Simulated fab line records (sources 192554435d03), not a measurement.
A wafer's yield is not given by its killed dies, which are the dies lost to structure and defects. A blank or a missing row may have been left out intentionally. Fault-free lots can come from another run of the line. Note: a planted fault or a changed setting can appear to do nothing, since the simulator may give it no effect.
Split-lot trial / flow n5-finfet / 21 wafers read from 7 lots, route of 1938 steps

## THE SPLIT ITSELF
At N5_HKMG_FIN_ETCH_54 (etches SiARC in CF4, target depth 45.5 nm, time 75.8 s), the setting source-w was moved away from the recipe's 545 W on 5 of the 21 wafers read, by -15.0% to +11.6%. The other wafers ran this setting at the recipe's value.

The reading comes from the split's own step.

## THE READING
rf-vpp-V, in V, at N5_HKMG_FIN_ETCH_54 (etches SiARC in CF4, target depth 45.5 nm, time 75.8 s). A value of 184.4 V with a standard deviation of 1.3 V is what fault-free wafers of this fab line usually give.

wafer=L076.3; tool, chamber at the split=rie-diel-04, 1; source-w as run, W=545; against the recipe=recipe; rf-vpp-V, V=184.3; against lot-mates on the recipe=-
wafer=L076.5; tool, chamber at the split=rie-diel-04, 0; source-w as run, W=545; against the recipe=recipe; rf-vpp-V, V=185.7; against lot-mates on the recipe=-
wafer=L076.6; tool, chamber at the split=rie-diel-04, 1; source-w as run, W=545; against the recipe=recipe; rf-vpp-V, V=186.0; against lot-mates on the recipe=-
wafer=L077.1; tool, chamber at the split=rie-diel-04, 3; source-w as run, W=545; against the recipe=recipe; rf-vpp-V, V=185.1; against lot-mates on the recipe=-
wafer=L077.3; tool, chamber at the split=rie-diel-04, 1; source-w as run, W=545; against the recipe=recipe; rf-vpp-V, V=184.9; against lot-mates on the recipe=-
wafer=L077.4; tool, chamber at the split=rie-diel-04, 2; source-w as run, W=545; against the recipe=recipe; rf-vpp-V, V=183.0; against lot-mates on the recipe=-
wafer=L079.2; tool, chamber at the split=rie-diel-03, 0; source-w as run, W=608.4; against the recipe=+11.6%; rf-vpp-V, V=175.2; against lot-mates on the recipe=-7.7
wafer=L079.4; tool, chamber at the split=rie-diel-03, 0; source-w as run, W=545; against the recipe=recipe; rf-vpp-V, V=182.9; against lot-mates on the recipe=-
wafer=L079.6; tool, chamber at the split=rie-diel-03, 1; source-w as run, W=608.4; against the recipe=+11.6%; rf-vpp-V, V=175.5; against lot-mates on the recipe=-7.4
wafer=L080.3; tool, chamber at the split=rie-diel-06, 2; source-w as run, W=545; against the recipe=recipe; rf-vpp-V, V=181.2; against lot-mates on the recipe=-
wafer=L080.4; tool, chamber at the split=rie-diel-06, 0; source-w as run, W=545; against the recipe=recipe; rf-vpp-V, V=182.9; against lot-mates on the recipe=-
wafer=L080.6; tool, chamber at the split=rie-diel-06, 1; source-w as run, W=545; against the recipe=recipe; rf-vpp-V, V=183.7; against lot-mates on the recipe=-
wafer=L083.3; tool, chamber at the split=rie-diel-06, 1; source-w as run, W=545; against the recipe=recipe; rf-vpp-V, V=183.0; against lot-mates on the recipe=-
wafer=L083.4; tool, chamber at the split=rie-diel-06, 3; source-w as run, W=545; against the recipe=recipe; rf-vpp-V, V=185.9; against lot-mates on the recipe=-
wafer=L083.5; tool, chamber at the split=rie-diel-06, 0; source-w as run, W=545; against the recipe=recipe; rf-vpp-V, V=184.2; against lot-mates on the recipe=-
wafer=L092.1; tool, chamber at the split=rie-diel-06, 0; source-w as run, W=545; against the recipe=recipe; rf-vpp-V, V=183.8; against lot-mates on the recipe=-
wafer=L092.4; tool, chamber at the split=rie-diel-06, 2; source-w as run, W=476.8; against the recipe=-12.5%; rf-vpp-V, V=190.8; against lot-mates on the recipe=+6.4
wafer=L092.5; tool, chamber at the split=rie-diel-06, 3; source-w as run, W=545; against the recipe=recipe; rf-vpp-V, V=185.1; against lot-mates on the recipe=-
wafer=L097.4; tool, chamber at the split=rie-diel-03, 0; source-w as run, W=463.4; against the recipe=-15.0%; rf-vpp-V, V=195.4; against lot-mates on the recipe=+9.3
wafer=L097.5; tool, chamber at the split=rie-diel-03, 2; source-w as run, W=545; against the recipe=recipe; rf-vpp-V, V=186.1; against lot-mates on the recipe=-
wafer=L097.6; tool, chamber at the split=rie-diel-03, 3; source-w as run, W=463.4; against the recipe=-15.0%; rf-vpp-V, V=195.0; against lot-mates on the recipe=+8.9

FIT RESULTS
A straight line over all 21 wafers: rf-vpp-V changes by -0.708 V for each +1% of source-w; r = -0.96; the points scatter about the line by 1.4 V.
The same after taking each lot's own level away (the mean of its wafers on the recipe; 21 wafers): -0.605 V for each +1%; r = -0.98; scatter 0.88 V.
That fit puts the effect of the largest move of source-w on the reading at 9.1 V.
From 182.60 to 186.10 V: that is the span of the lots' own levels, equal to 2.7 times the standard deviation above.
So the slope is not independent of the lot-to-lot level: the two fits are not the same.
Check: +8.82 V against its lot-mates is what the line predicts for one of the wafers moved furthest among these (-15.0%) when that wafer is left out of the fit. It came out at +9.3 V against them.
Tool readings at the split's step, against how far the setting was moved: etch-rf-on-time-s r = -0.93; rf-vpp-V r = -0.96.

## OTHER SPLITS ON THESE WAFERS
These wafers also went through other splits before the reading. Each is held against what the fit with the lots' levels taken away leaves over:
other split on the same wafers=N5_WELL_APT_EXPOSE_05 dose-mj; wafers away from the commonest value=6; r with rf-vpp-V (lot level and that fit taken away)=-0.10
other split on the same wafers=N5_WELL_APT_PEB_06 peb-temp-c; wafers away from the commonest value=5; r with rf-vpp-V (lot level and that fit taken away)=-0.02
other split on the same wafers=N5_FIN_SAQP_ETCH_64 bias-w; wafers away from the commonest value=9; r with rf-vpp-V (lot level and that fit taken away)=-0.10
other split on the same wafers=N5_SD_EPI_N_COAT_03 spin-rpm; wafers away from the commonest value=6; r with rf-vpp-V (lot level and that fit taken away)=-0.22
other split on the same wafers=N5_SD_EPI_N_ETCH_45 target-depth-a; wafers away from the commonest value=11; r with rf-vpp-V (lot level and that fit taken away)=+0.00
other split on the same wafers=N5_SD_EPI_N_EPI_21 temp-c; wafers away from the commonest value=6; r with rf-vpp-V (lot level and that fit taken away)=+0.34

## THE WHOLE CHAIN: every reading that the file lists as answering this split, in the file's order
step=N5_HKMG_FIN_ETCH_54; what it does=etches SiARC in CF4, target depth 45.5 nm, time 75.8 s; reading=etch-rf-on-time-s; change (the file's fit)=withheld for each +1% of the setting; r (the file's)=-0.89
step=N5_HKMG_FIN_ETCH_54; what it does=etches SiARC in CF4, target depth 45.5 nm, time 75.8 s; reading=rf-vpp-V; change (the file's fit)=-0.589 V for each +1% of the setting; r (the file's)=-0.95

## THE FILE'S OWN FIT
rf-vpp-V changes by -0.589 V for each +1% of source-w, r = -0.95.
